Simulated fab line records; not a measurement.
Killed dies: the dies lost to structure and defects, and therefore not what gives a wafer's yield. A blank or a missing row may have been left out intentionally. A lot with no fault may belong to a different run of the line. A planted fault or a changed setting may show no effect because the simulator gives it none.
Comparing a struck lot with a sound one / flow n5_finfet / 37 out of 1938 route steps
Sound: wafers L850.1, L850.3, L850.5. Wafers struck: L845.1, L845.2, L845.5. Last of all comes the cause.
Per side, at each step with rows, come the tool, then ch with its chambers, and then its first start. Under that, the readings that differ: sound wafers / struck wafers / difference of the means / sigmas: that difference in standard deviations of wafers without a fault.
alike: words and numbers the same on both sides, and readings whose means are apart by under 2 such deviations; not compared: readings that were withheld, readings missing a value for some wafer, numbers with overlapping values and no deviation given by the record, and bounds like >300 which may hide the same value.
A row with sigmas, a row that says differs or no value, or rows on one side alone: a step with any of these is where the two part. Non-overlapping numbers with no deviation appear without sigmas and do not part them. A reading that every wafer of one side lacks parts them only if that side has two wafers or more.

N5_BEOL_M2_ANNEAL_51: time 90 s.
  sound on rtp_anneal-01 ch 0, day 11 02:44; struck on rtp_anneal-01 ch 0, day 9 23:50
  alike: wafer_temp_C_max
N5_BEOL_M2_CMP_52: polishes, stops on SiOC, t overpolish 6.8 s, target thk 40 nm.
  sound on cmp-01 ch 0,1, day 11 03:02; struck on cmp-02 ch 1,3, day 10 00:10
reading=time_to_endpoint_s (s); sound=64 67 66; struck=56 61 59; difference=-7; sigmas=-2
  alike: barrier_field_endpoint_s, motor_current_A, overpolish_run_s, slurry_flow_ml_min
  not compared: pad_life_wafers
N5_BEOL_M2_THK_MEAS_53: measures by xrf.
  sound: film_metro-01 at day 11 03:20; struck: film_metro-02 at day 10 00:25
  alike: M2_THK
then, 1 step without rows for these wafers: N5_BEOL_M2_PRE_CLEAN_60 (time 15 s).
N5_BEOL_M2_CO_CAP_55: material Co, precursor CCTBA/H2, target thk 2 nm, time 102.1 s.
  sound on cvd_co-01 ch 1,2, day 11 03:25; struck on cvd_co-02 ch 1,2, day 10 00:30
  alike: heater_power_w
then, 2 steps without rows for these wafers: N5_BEOL_M2_PRE_CLEAN_56 (time 15 s); N5_BEOL_M2_DEP_57 (deposits SiCN from 3MS/NH3, target thk 8 nm, time 14 s).
N5_BEOL_M2_RS_MEAS_58: the measuring method here is four-point-probe.
  sound: film_metro-02 at day 11 03:35; struck: film_metro-01 at day 10 00:43
  alike: M2_RS
N5_BEOL_M2_INSPECT_59: inspects for defects (darkfield).
  sound: defect_inspect-02 at day 11 03:37; struck: defect_inspect-02 at day 10 00:44
  alike: raw_defect_count
then, 1 step without rows for these wafers: N5_BEOL_M3_ILD_DEP_00 (deposits SiOC from DEMS/O2, target thk 79 nm, time 15.3 s).
N5_BEOL_M3_THK_MEAS_01:
  sound: film_metro-02 at day 11 03:43; struck: film_metro-01 at day 10 00:51
  alike: M3_ILD_THK
then, 1 step without rows for these wafers: N5_BEOL_M3_PECVD_72 (deposits SiO2 from TEOS/O2, target thk 16 nm, time 18 s).
N5_BEOL_M3_HM_DEP_02: deposits TiN, target thk 20 nm.
  sound: pvd_sputter-01 at day 11 04:08; struck: pvd_sputter-02 at day 10 00:57
  no value came back on the struck wafers for chamber_pressure_pa (Pa), substrate_temp_c (C), throttle_valve_pct (%); on the sound wafers chamber_pressure_pa (Pa) reads 0.4996 0.5005 0.4990
then, 9 steps without rows for these wafers: N5_BEOL_M3_COAT_61 (time 60 s, resist thk 60 nm); N5_BEOL_M3_COAT_62 (time 60 s, resist thk 12 nm); N5_BEOL_M3_COAT_73 (time 60 s, resist thk 5 nm); N5_BEOL_M3_COAT_05 (resist thk 30 nm); N5_BEOL_M3_EBR_07; N5_BEOL_M3_SOFTBAKE_06 (time 60 s); N5_BEOL_M3_EXPOSE_08 (exposes mask M3); N5_BEOL_M3_PEB_09 (peb time 60 s); N5_BEOL_M3_DEVELOP_10 (develop time 30 s).
N5_BEOL_M3_CD_MEAS_11: the cd target is 17.05 nm.
  sound on cd_sem-03 ch 0, day 11 04:38; struck on cd_sem-03 ch 0, day 10 01:20
  alike: cd_nm
N5_BEOL_M3_OVL_MEAS_12:
  sound on overlay-02 ch 0, day 11 04:40; struck on overlay-01 ch 0, day 10 01:22
  alike: M3_OVL
N5_BEOL_M3_INSPECT_13: inspects for defects (brightfield).
  sound: defect_inspect-02 at day 11 04:44; struck: defect_inspect-01 at day 10 01:26
  alike: raw_defect_count
then, 1 step without rows for these wafers: N5_BEOL_M3_DESCUM_16 (chemistry O2, time 7 s).
N5_BEOL_M3_ETCH_74: etches underlayer in N2/H2, target depth 6.5 nm, time 5.2 s.
  sound on rie_diel-01 ch 1,3, day 11 04:48; struck on rie_diel-06 ch 0,2,3, day 10 01:29
  alike: drypump_motor_current_A, etch_rf_on_time_s, n2_flow_sccm, oes_product_au, rf_vpp_V, showerhead_plenum_p_Torr, throttle_valve_pct
  not compared: rf_hours_counter_h
then, 4 steps without rows for these wafers: N5_BEOL_M3_ETCH_63 (etches SiARC in CF4, target depth 15.6 nm, time 26 s); N5_BEOL_M3_ETCH_64 (etches SOC in N2/H2, target depth 75 nm, overetch 15 nm, time 112.5 s); N5_BEOL_M3_STRIP_65 (strips in N2/H2); N5_BEOL_M3_STRIP_75 (strips in N2/H2).
N5_BEOL_M3_STRIP_66: strips in CF4.
  sound on rie_diel-01 ch 1,3, day 11 04:58; struck on rie_diel-06 ch 0,2,3, day 10 01:40
  alike: bias_power_w, drypump_motor_current_A, oes_product_au, power_w, rf_vpp_V, showerhead_plenum_p_Torr, throttle_valve_pct
  not compared: rf_hours_counter_h
N5_BEOL_M3_HM_OPEN_17: chemistry Cl2/BCl3, target TiN, target depth 20 nm, overetch 6 nm.
  sound on rie_metal-03 ch 0,1, day 11 05:01; struck on rie_metal-01 ch 0,1, day 10 01:43
reading=oes_product_au (a.u.); sound=0.62 0.73 0.62; struck=0.28 0.37 0.37; difference=-0.32; sigmas=-3
reading=model.etch.depth_nm (nm); sound=19.71 19.89 19.81; struck=0 0 0; difference=-20; sigmas=
  alike: drypump_motor_current_A, throttle_valve_pct
  not compared: rf_hours_counter_h
then, 1 step without rows for these wafers: N5_BEOL_M3_STRIP_19 (strips in O2).
N5_BEOL_M3_CD_MEAS_18: pitch 36 nm, target cd 18 nm.
  sound: cd_sem-02 at day 11 05:11; struck: cd_sem-03 at day 10 01:53
reading=cd_nm (nm); sound=17.7 17.4 17.9; struck=- - -; difference=no value on the struck wafers; sigmas=
then, 1 step without rows for these wafers: N5_BEOL_M3_COAT_67 (time 60 s, resist thk 60 nm).
N5_BEOL_M4_RC_MEAS_101:
  the record has rows for the sound wafers here (prober-01 ch 0, day 12 07:28) and none for the struck ones

WHERE THEY PART
Last at N5_BEOL_M4_RC_MEAS_101 as far as this record goes, first at N5_BEOL_M2_CMP_52.

WHY: whatever the simulator had introduced
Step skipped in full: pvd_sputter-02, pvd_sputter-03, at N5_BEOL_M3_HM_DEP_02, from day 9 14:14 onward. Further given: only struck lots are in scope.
